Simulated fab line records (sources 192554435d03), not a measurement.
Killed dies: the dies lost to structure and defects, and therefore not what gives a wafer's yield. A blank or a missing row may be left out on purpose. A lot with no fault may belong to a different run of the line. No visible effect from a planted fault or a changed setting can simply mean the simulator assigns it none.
Matching of chambers / flow n5_finfet / N5_BEOL_M0_PRE_CLEAN_131 on cvd_co-01: 3 sister chambers
The step time 15 s. 3 wafers are shown with their chamber, then 8 later ones without.

== WAFERS PAIRED WITH THEIR CHAMBERS ==
wafer=L573.4; chamber=2; heater_power_w (W)=80
wafer=L573.5; chamber=1; heater_power_w (W)=82
wafer=L583.2; chamber=0; heater_power_w (W)=67

== WAFERS WHOSE CHAMBER IS MISSING ==
wafer=L583.5; heater_power_w (W)=81
wafer=L583.6; heater_power_w (W)=67
wafer=L584.1; heater_power_w (W)=84
wafer=L584.4; heater_power_w (W)=82
wafer=L584.6; heater_power_w (W)=82
wafer=L586.1; heater_power_w (W)=82
wafer=L586.2; heater_power_w (W)=81
wafer=L586.6; heater_power_w (W)=80

== WHICH CHAMBER EACH ONE RAN IN ==
wafer=L583.5; from the rows above=can't be placed: 1 or 2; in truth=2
wafer=L583.6; from the rows above=0; in truth=0
wafer=L584.1; from the rows above=1; in truth=1
wafer=L584.4; from the rows above=1; in truth=1
wafer=L584.6; from the rows above=1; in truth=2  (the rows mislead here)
wafer=L586.1; from the rows above=1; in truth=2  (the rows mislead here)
wafer=L586.2; from the rows above=can't be placed: 1 or 2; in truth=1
wafer=L586.6; from the rows above=2; in truth=2
Placed correctly: 4 of 8. Cannot be placed on the basis of these rows: 2; the candidates contain the true chamber in 2. Wrongly placed: 2.
How it was worked out, from the rows above alone: a wafer's distance from a chamber is the root of the sum, over the readings, of the square of ((its reading less the chamber's mean) divided by the reading's scatter). If the next closest chamber is less than 2 further off than the closest, the wafer can't be placed; otherwise it belongs to the closest. Each chamber's mean is taken over the wafers shown for it. The scatter: with one shown wafer a chamber, the root of the mean of the squares of how far each hidden wafer lies from its nearest shown one.
